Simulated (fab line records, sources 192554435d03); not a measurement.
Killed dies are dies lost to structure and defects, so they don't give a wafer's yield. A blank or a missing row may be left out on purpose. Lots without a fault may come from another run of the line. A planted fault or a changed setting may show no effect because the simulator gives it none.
One fault seen from 3 desks | flow n5_finfet | each desk has only its own numbers; what lay behind them comes last

THE METROLOGY DESK
What the gauges read, lot by lot, whatever tool the lot ran on: means of the sampled wafers that have a number. A lot is out of limits, marked OUT, if its mean lies more than 4 standard deviations from the usual mean; the brackets give that distance. Of its 11 readings 7 are shown: the one that was out of limits first, and those that lie furthest out on some lot.
Columns: A = M3_ILD_THK at N5_BEOL_M3_THK_MEAS_01, usual 78.9 nm; B = IOFF_N at N5_BEOL_M4_RC_MEAS_101, usual 0.16 nA/um; C = IOFF_P at N5_BEOL_M4_RC_MEAS_101, usual 0.21 nA/um; D = ION_N at N5_BEOL_M4_RC_MEAS_101, usual 672 uA/um; E = ION_P at N5_BEOL_M4_RC_MEAS_101, usual 461 uA/um; F = VT_N at N5_BEOL_M4_RC_MEAS_101, usual 250 mV; G = VT_P at N5_BEOL_M4_RC_MEAS_101, usual -251 mV
lot  | first seen here | A              | B    | C    | D   | E   | F   | G
L594 | day 7 03:02     | 78.2           | 0.16 | 0.17 | 675 | 459 | 249 | -253
L596 | day 7 03:39     | 79.3           | 0.12 | 0.18 | 669 | 455 | 255 | -254
L598 | day 7 18:33     | 93.0 (+15) OUT | 0.18 | 0.24 | 674 | 463 | 248 | -246
L599 | day 8 12:38     | 99.8 (+22) OUT | 0.14 | 0.20 | 669 | 459 | 252 | -254
L600 | day 9 00:32     | 99.3 (+21) OUT | 0.17 | 0.19 | 683 | 459 | 249 | -251
L609 | day 11 06:59    | 78.3           | 0.20 | 0.27 | 689 | 475 | 246 | -245
L612 | day 11 13:49    | 79.5           | 0.15 | 0.19 | 672 | 459 | 250 | -253
L615 | day 11 22:10    | 78.1           | 0.14 | 0.19 | 671 | 460 | 251 | -254
L616 | day 12 16:04    | 78.8           | 0.13 | 0.20 | 676 | 466 | 251 | -252
L617 | day 12 18:31    | 78.9           | 0.11 | 0.16 | 657 | 457 | 256 | -253
This desk's finding: out of limits on L598, L599, L600; first on L598, day 7 18:33 (M3_ILD_THK at N5_BEOL_M3_THK_MEAS_01). In limits: L594, L596, L609, L612, L615, L616, L617.

THE TOOL OWNER'S DESK: pecvd-02
The tool's own readings at N5_BEOL_M3_ILD_DEP_00 (deposits SiOC from DEMS/O2, target thk 79 nm, time 15.3 s): means of the sampled wafers that have a number, for each lot that ran on this tool. A lot is out of limits, marked OUT, if its mean lies more than 4 standard deviations from the usual mean; the brackets give that distance.
Columns: A = heater_power_w at N5_BEOL_M3_ILD_DEP_00, usual 509 W; B = showerhead_plenum_p_Torr at N5_BEOL_M3_ILD_DEP_00, usual 5.698 Torr; C = throttle_valve_pct at N5_BEOL_M3_ILD_DEP_00, usual 12.0 %
lot  | first seen here | A   | B     | C
L594 | day 7 02:58     | 672 | 5.694 | 12.0
L596 | day 7 03:35     | 569 | 5.693 | 12.0
L598 | day 7 18:29     | 551 | 5.704 | 11.8
L599 | day 8 12:35     | 581 | 5.715 | 11.8
L600 | day 9 00:28     | 672 | 5.695 | 11.3
L612 | day 11 13:44    | 566 | 5.693 | 12.2
L615 | day 11 22:05    | 592 | 5.704 | 12.2
L616 | day 12 15:59    | 599 | 5.693 | 11.7
This desk's finding: nothing out of limits on any of the 8 lots.

THE DEFECT DESK
What the inspections along the route counted, lot by lot: means of the sampled wafers that have a number. A lot is out of limits, marked OUT, if its mean lies more than 4 standard deviations from the usual mean; the brackets give that distance.
Columns: A = raw_defect_count at N5_BEOL_M2_INSPECT_59, usual 75
lot  | first seen here | A
L594 | day 7 02:56     | 100
L596 | day 7 03:33     | 51
L598 | day 7 18:26     | 62
L599 | day 8 12:32     | 82
L600 | day 9 00:26     | 44
L609 | day 11 06:53    | 104
L612 | day 11 13:42    | 78
L615 | day 11 22:03    | 60
L616 | day 12 15:57    | 144
L617 | day 12 18:25    | 64
This desk's finding: nothing out of limits on any of the 10 lots.

PUT TOGETHER
The metrology desk could have raised an alarm at day 7 18:33, on L598, L599, L600.
The tool owner's desk saw nothing out of limits.
The defect desk saw nothing out of limits.
The tool owner's desk has L598, L599, L600 on record, within its limits.
The defect desk has L598, L599, L600 on record, within its limits.
Of the lots named, all ran N5_BEOL_M3_ILD_DEP_00 on pecvd-02.

WHAT THE SIMULATOR HAD PUT IN
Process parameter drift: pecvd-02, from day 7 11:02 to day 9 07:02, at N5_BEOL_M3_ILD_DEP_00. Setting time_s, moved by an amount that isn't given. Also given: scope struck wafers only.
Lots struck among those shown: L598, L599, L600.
Hours from the fault's start to each desk's first reading out of limits: the metrology desk, 8.
